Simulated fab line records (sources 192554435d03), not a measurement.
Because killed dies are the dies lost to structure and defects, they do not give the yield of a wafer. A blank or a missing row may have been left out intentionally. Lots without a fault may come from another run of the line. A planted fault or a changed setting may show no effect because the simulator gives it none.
fab line records :: flow n5-finfet
record
  lots=7
  wafers=39
route steps=1938 shown BEOL_M9@1405 TV_OPEN@1890
start-h: start of the lot's first displayed wafer, in hours after the record's first day :: wait-h: how many hours have passed since the lot's step before this one :: " identical to the entry in the row above :: L1.1+2: a single row standing in for several wafers :: - either no value or no given start :: * or withheld: withheld :: < > ~ a bound
route shown NAME@n: names a module that has steps shown in the file, with the first one's number in the route :: usual: the fault-free wafers' mean and standard deviation :: same: alike in all rows :: chamber/n: place in a boat :: sites: the reading at each site :: _std_site: their standard deviation :: _edge_site: mean of outer sites minus mean of inner sites :: radius-mm: how far each site lies from the wafer's centre :: mask NAME#n: copy n :: behind: tool/chamber where the wafer was last shaped :: hold: cause of the lot's hold/its duration in hours/its outcome :: device: the transistor (n, p or np) that didn't switch :: end of line: the route-end tests of the same wafers :: for a step that has no rows: nothing shown but its recipe :: killed: not the wafer's yield, but the dies lost to structure and defects at the first sort :: map: per-die view of a wafer (x killed, . not killed, _ where there is no die)
set.NAME: the run value of the setting; set.NAME@STEP: its run value at that earlier step :: model.NAME: the simulator's own value behind a step, which no gauge read
one table per step and one row per wafer, for lots whose settings were changed on purpose
## steps
# step N5_BEOL_M9_HM_DEP_02
# recipe
  material=TiN
  target-thk-a=200
  temp-c=25
  chamber-pressure-pa=0.49996
lot.wafer: L085.2
tool: pvd-sputter-03
chamber: -
start-h: 282.57
wait-h: 1.5
set.target-thk-a: 200
model.TiN_of_BEOL_M9_HM_DEP_02.thk-nm: 19.6

lot.wafer: L085.3+6
tool: pvd-sputter-03
chamber: -
start-h: 282.57
wait-h: 1.5
set.target-thk-a: 200
model.TiN_of_BEOL_M9_HM_DEP_02.thk-nm: 19.4

lot.wafer: L087.1
tool: pvd-sputter-02
chamber: -
start-h: 296.62
wait-h: 2.2
set.target-thk-a: 200
model.TiN_of_BEOL_M9_HM_DEP_02.thk-nm: 19.6

lot.wafer: L087.2
tool: pvd-sputter-02
chamber: -
start-h: 296.62
wait-h: 2.2
set.target-thk-a: 200
model.TiN_of_BEOL_M9_HM_DEP_02.thk-nm: 19.8

lot.wafer: L087.3
tool: pvd-sputter-02
chamber: -
start-h: 296.62
wait-h: 2.2
set.target-thk-a: 200
model.TiN_of_BEOL_M9_HM_DEP_02.thk-nm: 20

lot.wafer: L087.4
tool: pvd-sputter-02
chamber: -
start-h: 296.62
wait-h: 2.2
set.target-thk-a: 152.7
model.TiN_of_BEOL_M9_HM_DEP_02.thk-nm: 15.2

lot.wafer: L087.5
tool: pvd-sputter-02
chamber: -
start-h: 296.62
wait-h: 2.2
set.target-thk-a: 152.7
model.TiN_of_BEOL_M9_HM_DEP_02.thk-nm: 14.8

lot.wafer: L087.6
tool: pvd-sputter-02
chamber: -
start-h: 296.62
wait-h: 2.2
set.target-thk-a: 152.7
model.TiN_of_BEOL_M9_HM_DEP_02.thk-nm: 15

lot.wafer: L088.1
tool: pvd-sputter-02
chamber: -
start-h: 298.16
wait-h: 0.2
set.target-thk-a: 200
model.TiN_of_BEOL_M9_HM_DEP_02.thk-nm: 20

lot.wafer: L088.2+6
tool: pvd-sputter-02
chamber: -
start-h: 298.16
wait-h: 0.2
set.target-thk-a: 200
model.TiN_of_BEOL_M9_HM_DEP_02.thk-nm: 19.8

lot.wafer: L088.3+4
tool: pvd-sputter-02
chamber: -
start-h: 298.16
wait-h: 0.2
set.target-thk-a: 251.5
model.TiN_of_BEOL_M9_HM_DEP_02.thk-nm: 25

lot.wafer: L088.5
tool: pvd-sputter-02
chamber: -
start-h: 298.16
wait-h: 0.2
set.target-thk-a: 251.5
model.TiN_of_BEOL_M9_HM_DEP_02.thk-nm: 25.2

lot.wafer: L090.1+3
tool: pvd-sputter-03
chamber: -
start-h: 304.16
wait-h: 0.7
set.target-thk-a: 140.3
model.TiN_of_BEOL_M9_HM_DEP_02.thk-nm: 13.8

lot.wafer: L090.2
tool: pvd-sputter-03
chamber: -
start-h: 304.16
wait-h: 0.7
set.target-thk-a: 200
model.TiN_of_BEOL_M9_HM_DEP_02.thk-nm: 19.6

lot.wafer: L090.4
tool: pvd-sputter-03
chamber: -
start-h: 304.16
wait-h: 0.7
set.target-thk-a: 200
model.TiN_of_BEOL_M9_HM_DEP_02.thk-nm: 19.4

lot.wafer: L090.5
tool: pvd-sputter-03
chamber: -
start-h: 304.16
wait-h: 0.7
set.target-thk-a: 200
model.TiN_of_BEOL_M9_HM_DEP_02.thk-nm: 19.8

lot.wafer: L090.6
tool: pvd-sputter-03
chamber: -
start-h: 304.16
wait-h: 0.7
set.target-thk-a: 140.3
model.TiN_of_BEOL_M9_HM_DEP_02.thk-nm: 13.6

lot.wafer: L089.1+3
tool: pvd-sputter-01
chamber: -
start-h: 304.21
wait-h: 0.8
set.target-thk-a: 145.5
model.TiN_of_BEOL_M9_HM_DEP_02.thk-nm: 14.6

lot.wafer: L089.2+4
tool: pvd-sputter-01
chamber: -
start-h: 304.21
wait-h: 0.8
set.target-thk-a: 200
model.TiN_of_BEOL_M9_HM_DEP_02.thk-nm: 20.2

lot.wafer: L089.5
tool: pvd-sputter-01
chamber: -
start-h: 304.21
wait-h: 0.8
set.target-thk-a: 200
model.TiN_of_BEOL_M9_HM_DEP_02.thk-nm: 19.8

lot.wafer: L089.6
tool: pvd-sputter-01
chamber: -
start-h: 304.21
wait-h: 0.8
set.target-thk-a: 145.5
model.TiN_of_BEOL_M9_HM_DEP_02.thk-nm: 14.8

lot.wafer: L093.1+4
tool: pvd-sputter-01
chamber: -
start-h: 327.24
wait-h: 0.6
set.target-thk-a: 200
model.TiN_of_BEOL_M9_HM_DEP_02.thk-nm: 20.2

lot.wafer: L093.2
tool: pvd-sputter-01
chamber: -
start-h: 327.24
wait-h: 0.6
set.target-thk-a: 200
model.TiN_of_BEOL_M9_HM_DEP_02.thk-nm: 20.4

lot.wafer: L093.3
tool: pvd-sputter-01
chamber: -
start-h: 327.24
wait-h: 0.6
set.target-thk-a: 155.1
model.TiN_of_BEOL_M9_HM_DEP_02.thk-nm: 16

lot.wafer: L093.5
tool: pvd-sputter-01
chamber: -
start-h: 327.24
wait-h: 0.6
set.target-thk-a: 155.1
model.TiN_of_BEOL_M9_HM_DEP_02.thk-nm: 15.8

lot.wafer: L093.6
tool: pvd-sputter-01
chamber: -
start-h: 327.24
wait-h: 0.6
set.target-thk-a: 155.1
model.TiN_of_BEOL_M9_HM_DEP_02.thk-nm: 15.6

lot.wafer: L094.1+2+4
tool: pvd-sputter-03
chamber: -
start-h: 333.30
wait-h: 0.0
set.target-thk-a: 200
model.TiN_of_BEOL_M9_HM_DEP_02.thk-nm: 20

lot.wafer: L094.3+6
tool: pvd-sputter-03
chamber: -
start-h: 333.30
wait-h: 0.0
set.target-thk-a: 200
model.TiN_of_BEOL_M9_HM_DEP_02.thk-nm: 19.8

lot.wafer: L094.5
tool: pvd-sputter-03
chamber: -
start-h: 333.30
wait-h: 0.0
set.target-thk-a: 200
model.TiN_of_BEOL_M9_HM_DEP_02.thk-nm: 19.6
# step N5_BEOL_M9_COAT_59
# recipe
  resist=SOC
  temp-c=250
  time-s=60
  spin-rpm=1500
  resist-thk-nm=100
# step N5_BEOL_M9_COAT_60
# recipe
  resist=SiARC
  temp-c=220
  time-s=60
  spin-rpm=1500
  resist-thk-nm=30
# step N5_BEOL_M9_STRIP_68
# recipe
  chemistry=N2/H2
  temp-c=40
  n2-flow-sccm=200
  h2-flow-sccm=200
  rf-frequency-hz=6e+07
# step N5_BEOL_M9_STRIP_67
# recipe
  chemistry=CF4
  resist=SiARC
  power-w=300
  bias-power-w=75
  pressure-mtorr=50
  cf4-flow-sccm=150
  rf-frequency-hz=6e+07
# step N5_BEOL_M9_HM_OPEN_17
# recipe
  chemistry=Cl2/BCl3
  target-depth-a=200
  overetch-a=60
  target=TiN
  mask-material=SOC
  ion-energy-ev=150
  pressure-mtorr=10
  icp-w=1000
  bias-w=126
  Cl2_flow_sccm=53.25
  bcl3-flow-sccm=21.75
  Ar_flow_sccm=25
lot.wafer: L085.2
tool: rie-metal-03
chamber: 1
start-h: 283.52
wait-h: 0.0
set.target-thk-a@BEOL_M9_HM_DEP_02: 200
model.etch.depth-nm: 19.5

lot.wafer: L085.3
tool: rie-metal-03
chamber: 1
start-h: 283.52
wait-h: 0.0
set.target-thk-a@BEOL_M9_HM_DEP_02: 200
model.etch.depth-nm: 19.43

lot.wafer: L085.6
tool: rie-metal-03
chamber: 1
start-h: 283.52
wait-h: 0.0
set.target-thk-a@BEOL_M9_HM_DEP_02: 200
model.etch.depth-nm: 19.36

lot.wafer: L087.1
tool: rie-metal-03
chamber: 1
start-h: 298.10
wait-h: 0.0
set.target-thk-a@BEOL_M9_HM_DEP_02: 200
model.etch.depth-nm: 19.65

lot.wafer: L087.2
tool: rie-metal-03
chamber: 0
start-h: 298.10
wait-h: 0.0
set.target-thk-a@BEOL_M9_HM_DEP_02: 200
model.etch.depth-nm: 19.85

lot.wafer: L087.3
tool: rie-metal-03
chamber: 1
start-h: 298.10
wait-h: 0.0
set.target-thk-a@BEOL_M9_HM_DEP_02: 200
model.etch.depth-nm: 20.07

lot.wafer: L087.4
tool: rie-metal-03
chamber: 0
start-h: 298.10
wait-h: 0.0
set.target-thk-a@BEOL_M9_HM_DEP_02: 152.7
model.etch.depth-nm: 15.15

lot.wafer: L087.5
tool: rie-metal-03
chamber: 0
start-h: 298.10
wait-h: 0.0
set.target-thk-a@BEOL_M9_HM_DEP_02: 152.7
model.etch.depth-nm: 14.9

lot.wafer: L087.6
tool: rie-metal-03
chamber: 1
start-h: 298.10
wait-h: 0.0
set.target-thk-a@BEOL_M9_HM_DEP_02: 152.7
model.etch.depth-nm: 14.97

lot.wafer: L088.1
tool: rie-metal-03
chamber: 1
start-h: 298.92
wait-h: 0.0
set.target-thk-a@BEOL_M9_HM_DEP_02: 200
model.etch.depth-nm: 20.02

lot.wafer: L088.2
tool: rie-metal-03
chamber: 0
start-h: 298.92
wait-h: 0.0
set.target-thk-a@BEOL_M9_HM_DEP_02: 200
model.etch.depth-nm: 19.81

lot.wafer: L088.3
tool: rie-metal-03
chamber: 0
start-h: 298.92
wait-h: 0.0
set.target-thk-a@BEOL_M9_HM_DEP_02: 251.5
model.etch.depth-nm: 25

lot.wafer: L088.4
tool: rie-metal-03
chamber: 1
start-h: 298.92
wait-h: 0.0
set.target-thk-a@BEOL_M9_HM_DEP_02: 251.5
model.etch.depth-nm: 25.06

lot.wafer: L088.5
tool: rie-metal-03
chamber: 0
start-h: 298.92
wait-h: 0.0
set.target-thk-a@BEOL_M9_HM_DEP_02: 251.5
model.etch.depth-nm: 25.15

lot.wafer: L088.6
tool: rie-metal-03
chamber: 1
start-h: 298.92
wait-h: 0.0
set.target-thk-a@BEOL_M9_HM_DEP_02: 200
model.etch.depth-nm: 19.85

lot.wafer: L090.1
tool: rie-metal-01
chamber: 0
start-h: 305.50
wait-h: 0.0
set.target-thk-a@BEOL_M9_HM_DEP_02: 140.3
model.etch.depth-nm: 13.83

lot.wafer: L090.2
tool: rie-metal-01
chamber: 1
start-h: 305.50
wait-h: 0.0
set.target-thk-a@BEOL_M9_HM_DEP_02: 200
model.etch.depth-nm: 19.66

lot.wafer: L090.3
tool: rie-metal-01
chamber: 1
start-h: 305.50
wait-h: 0.0
set.target-thk-a@BEOL_M9_HM_DEP_02: 140.3
model.etch.depth-nm: 13.76

lot.wafer: L090.4
tool: rie-metal-01
chamber: 0
start-h: 305.50
wait-h: 0.0
set.target-thk-a@BEOL_M9_HM_DEP_02: 200
model.etch.depth-nm: 19.49

lot.wafer: L090.5
tool: rie-metal-01
chamber: 0
start-h: 305.50
wait-h: 0.0
set.target-thk-a@BEOL_M9_HM_DEP_02: 200
model.etch.depth-nm: 19.88

lot.wafer: L090.6
tool: rie-metal-01
chamber: 1
start-h: 305.50
wait-h: 0.0
set.target-thk-a@BEOL_M9_HM_DEP_02: 140.3
model.etch.depth-nm: 13.65

lot.wafer: L089.1+3
tool: rie-metal-03
chamber: 1
start-h: 305.60
wait-h: 0.0
set.target-thk-a@BEOL_M9_HM_DEP_02: 145.5
model.etch.depth-nm: 14.7

lot.wafer: L089.2
tool: rie-metal-03
chamber: 0
start-h: 305.60
wait-h: 0.0
set.target-thk-a@BEOL_M9_HM_DEP_02: 200
model.etch.depth-nm: 20.1

lot.wafer: L089.4
tool: rie-metal-03
chamber: 0
start-h: 305.60
wait-h: 0.0
set.target-thk-a@BEOL_M9_HM_DEP_02: 200
model.etch.depth-nm: 20.13

lot.wafer: L089.5
tool: rie-metal-03
chamber: 0
start-h: 305.60
wait-h: 0.0
set.target-thk-a@BEOL_M9_HM_DEP_02: 200
model.etch.depth-nm: 19.83

lot.wafer: L089.6
tool: rie-metal-03
chamber: 1
start-h: 305.60
wait-h: 0.0
set.target-thk-a@BEOL_M9_HM_DEP_02: 145.5
model.etch.depth-nm: 14.71

lot.wafer: L093.1
tool: rie-metal-01
chamber: 0
start-h: 328.27
wait-h: 0.0
set.target-thk-a@BEOL_M9_HM_DEP_02: 200
model.etch.depth-nm: 20.28

lot.wafer: L093.2
tool: rie-metal-01
chamber: 1
start-h: 328.27
wait-h: 0.0
set.target-thk-a@BEOL_M9_HM_DEP_02: 200
model.etch.depth-nm: 20.43

lot.wafer: L093.3
tool: rie-metal-01
chamber: 1
start-h: 328.27
wait-h: 0.0
set.target-thk-a@BEOL_M9_HM_DEP_02: 155.1
model.etch.depth-nm: 15.91

lot.wafer: L093.4
tool: rie-metal-01
chamber: 0
start-h: 328.27
wait-h: 0.0
set.target-thk-a@BEOL_M9_HM_DEP_02: 200
model.etch.depth-nm: 20.29

lot.wafer: L093.5
tool: rie-metal-01
chamber: 0
start-h: 328.27
wait-h: 0.0
set.target-thk-a@BEOL_M9_HM_DEP_02: 155.1
model.etch.depth-nm: 15.87

lot.wafer: L093.6
tool: rie-metal-01
chamber: 1
start-h: 328.27
wait-h: 0.0
set.target-thk-a@BEOL_M9_HM_DEP_02: 155.1
model.etch.depth-nm: 15.62

lot.wafer: L094.1
tool: rie-metal-01
chamber: 1
start-h: 334.16
wait-h: 0.0
set.target-thk-a@BEOL_M9_HM_DEP_02: 200
model.etch.depth-nm: 20.07

lot.wafer: L094.2
tool: rie-metal-01
chamber: 0
start-h: 334.16
wait-h: 0.0
set.target-thk-a@BEOL_M9_HM_DEP_02: 200
model.etch.depth-nm: 19.98

lot.wafer: L094.3
tool: rie-metal-01
chamber: 0
start-h: 334.16
wait-h: 0.0
set.target-thk-a@BEOL_M9_HM_DEP_02: 200
model.etch.depth-nm: 19.84

lot.wafer: L094.4
tool: rie-metal-01
chamber: 1
start-h: 334.16
wait-h: 0.0
set.target-thk-a@BEOL_M9_HM_DEP_02: 200
model.etch.depth-nm: 20

lot.wafer: L094.5
tool: rie-metal-01
chamber: 0
start-h: 334.16
wait-h: 0.0
set.target-thk-a@BEOL_M9_HM_DEP_02: 200
model.etch.depth-nm: 19.7

lot.wafer: L094.6
tool: rie-metal-01
chamber: 1
start-h: 334.16
wait-h: 0.0
set.target-thk-a@BEOL_M9_HM_DEP_02: 200
model.etch.depth-nm: 19.72
# step N5_PASSIVATION_ETCH_15
# recipe
  chemistry=CF4/N2
  target=SiCN
  target-depth-a=750
  taper-deg=2
  time-s=81.2
  ion-energy-ev=150
  mask-material=SiNx
  pressure-mtorr=40
  source-w=430
  bias-w=70
  Ar_flow_sccm=100
  cf4-flow-sccm=60
  n2-flow-sccm=60
lot.wafer: L085.2
tool: rie-diel-05
chamber: 1
start-h: -
wait-h: -
set.target-depth-a: 750
model.etch.depth-nm: 66.31

lot.wafer: L085.3
tool: rie-diel-05
chamber: 3
start-h: -
wait-h: -
set.target-depth-a: 750
model.etch.depth-nm: 64.58

lot.wafer: L085.6
tool: rie-diel-05
chamber: 0
start-h: -
wait-h: -
set.target-depth-a: 750
model.etch.depth-nm: 65.32

lot.wafer: L088.1
tool: rie-diel-03
chamber: 2
start-h: -
wait-h: -
set.target-depth-a: 495.9
model.etch.depth-nm: 41.69

lot.wafer: L088.2
tool: rie-diel-03
chamber: 3
start-h: -
wait-h: -
set.target-depth-a: 750
model.etch.depth-nm: 65.02

lot.wafer: L088.3
tool: rie-diel-03
chamber: 1
start-h: -
wait-h: -
set.target-depth-a: 495.9
model.etch.depth-nm: 41.95

lot.wafer: L088.4
tool: rie-diel-03
chamber: 0
start-h: -
wait-h: -
set.target-depth-a: 750
model.etch.depth-nm: 63.59

lot.wafer: L088.5
tool: rie-diel-03
chamber: 2
start-h: -
wait-h: -
set.target-depth-a: 495.9
model.etch.depth-nm: 41.29

lot.wafer: L088.6
tool: rie-diel-03
chamber: 3
start-h: -
wait-h: -
set.target-depth-a: 750
model.etch.depth-nm: 65.48

lot.wafer: L089.1
tool: rie-diel-04
chamber: 3
start-h: -
wait-h: -
set.target-depth-a: 1030
model.etch.depth-nm: 89.74

lot.wafer: L089.2
tool: rie-diel-04
chamber: 1
start-h: -
wait-h: -
set.target-depth-a: 1030
model.etch.depth-nm: 91.46

lot.wafer: L089.3
tool: rie-diel-04
chamber: 0
start-h: -
wait-h: -
set.target-depth-a: 750
model.etch.depth-nm: 62.79

lot.wafer: L089.4
tool: rie-diel-04
chamber: 2
start-h: -
wait-h: -
set.target-depth-a: 1030
model.etch.depth-nm: 88.06

lot.wafer: L089.5
tool: rie-diel-04
chamber: 0
start-h: -
wait-h: -
set.target-depth-a: 750
model.etch.depth-nm: 62.27

lot.wafer: L089.6
tool: rie-diel-04
chamber: 1
start-h: -
wait-h: -
set.target-depth-a: 750
model.etch.depth-nm: 67.18

lot.wafer: L090.1
tool: rie-diel-05
chamber: 3
start-h: -
wait-h: -
set.target-depth-a: 750
model.etch.depth-nm: 64.69

lot.wafer: L090.2
tool: rie-diel-05
chamber: 2
start-h: -
wait-h: -
set.target-depth-a: 750
model.etch.depth-nm: 64.92

lot.wafer: L090.3
tool: rie-diel-05
chamber: 0
start-h: -
wait-h: -
set.target-depth-a: 750
model.etch.depth-nm: 65.87

lot.wafer: L090.4
tool: rie-diel-05
chamber: 1
start-h: -
wait-h: -
set.target-depth-a: 750
model.etch.depth-nm: 66.61

lot.wafer: L090.5
tool: rie-diel-05
chamber: 3
start-h: -
wait-h: -
set.target-depth-a: 750
model.etch.depth-nm: 64.61

lot.wafer: L090.6
tool: rie-diel-05
chamber: 0
start-h: -
wait-h: -
set.target-depth-a: 750
model.etch.depth-nm: 66.09

lot.wafer: L087.1
tool: rie-diel-04
chamber: 0
start-h: -
wait-h: -
set.target-depth-a: 908.5
model.etch.depth-nm: 74.74

lot.wafer: L087.2
tool: rie-diel-04
chamber: 2
start-h: -
wait-h: -
set.target-depth-a: 750
model.etch.depth-nm: 63.32

lot.wafer: L087.3
tool: rie-diel-04
chamber: 1
start-h: -
wait-h: -
set.target-depth-a: 750
model.etch.depth-nm: 65.74

lot.wafer: L087.4
tool: rie-diel-04
chamber: 3
start-h: -
wait-h: -
set.target-depth-a: 908.5
model.etch.depth-nm: 78.57

lot.wafer: L087.5
tool: rie-diel-04
chamber: 1
start-h: -
wait-h: -
set.target-depth-a: 908.5
model.etch.depth-nm: 79.97

lot.wafer: L087.6
tool: rie-diel-04
chamber: 0
start-h: -
wait-h: -
set.target-depth-a: 750
model.etch.depth-nm: 61.84

lot.wafer: L093.1
tool: rie-diel-04
chamber: 1
start-h: -
wait-h: -
set.target-depth-a: 750
model.etch.depth-nm: 66.79

lot.wafer: L093.2
tool: rie-diel-04
chamber: 3
start-h: -
wait-h: -
set.target-depth-a: 750
model.etch.depth-nm: 65.18

lot.wafer: L093.3
tool: rie-diel-04
chamber: 0
start-h: -
wait-h: -
set.target-depth-a: 750
model.etch.depth-nm: 62.49

lot.wafer: L093.4
tool: rie-diel-04
chamber: 0
start-h: -
wait-h: -
set.target-depth-a: 750
model.etch.depth-nm: 62.79

lot.wafer: L093.5
tool: rie-diel-04
chamber: 3
start-h: -
wait-h: -
set.target-depth-a: 750
model.etch.depth-nm: 65.63

lot.wafer: L093.6
tool: rie-diel-04
chamber: 1
start-h: -
wait-h: -
set.target-depth-a: 750
model.etch.depth-nm: 66.3

lot.wafer: L094.1
tool: rie-diel-05
chamber: 1
start-h: -
wait-h: -
set.target-depth-a: 468.4
model.etch.depth-nm: 41.41

lot.wafer: L094.2
tool: rie-diel-05
chamber: 0
start-h: -
wait-h: -
set.target-depth-a: 468.4
model.etch.depth-nm: 41.04

lot.wafer: L094.3
tool: rie-diel-05
chamber: 2
start-h: -
wait-h: -
set.target-depth-a: 750
model.etch.depth-nm: 64.6

lot.wafer: L094.4
tool: rie-diel-05
chamber: 3
start-h: -
wait-h: -
set.target-depth-a: 750
model.etch.depth-nm: 64.31

lot.wafer: L094.5
tool: rie-diel-05
chamber: 0
start-h: -
wait-h: -
set.target-depth-a: 468.4
model.etch.depth-nm: 40.91

lot.wafer: L094.6
tool: rie-diel-05
chamber: 3
start-h: -
wait-h: -
set.target-depth-a: 750
model.etch.depth-nm: 64.33
## key
split
  step=N5_BEOL_M9_HM_DEP_02
  setting=target-thk-a
  stated=200
  by=wafer
response
  step=N5_BEOL_M9_HM_DEP_02
  reading=model.TiN_of_BEOL_M9_HM_DEP_02.thk-nm
  change=+0.199
  per=1%
  r=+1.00
response
  step=N5_BEOL_M9_HM_OPEN_17
  reading=model.etch.depth-nm
  change=+0.2
  per=1%
  r=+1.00
split
  step=N5_PASSIVATION_ETCH_15
  setting=target-depth-a
  stated=750
  by=wafer
response
  step=N5_PASSIVATION_ETCH_15
  reading=model.etch.depth-nm
  change=+0.662
  per=1%
  r=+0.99
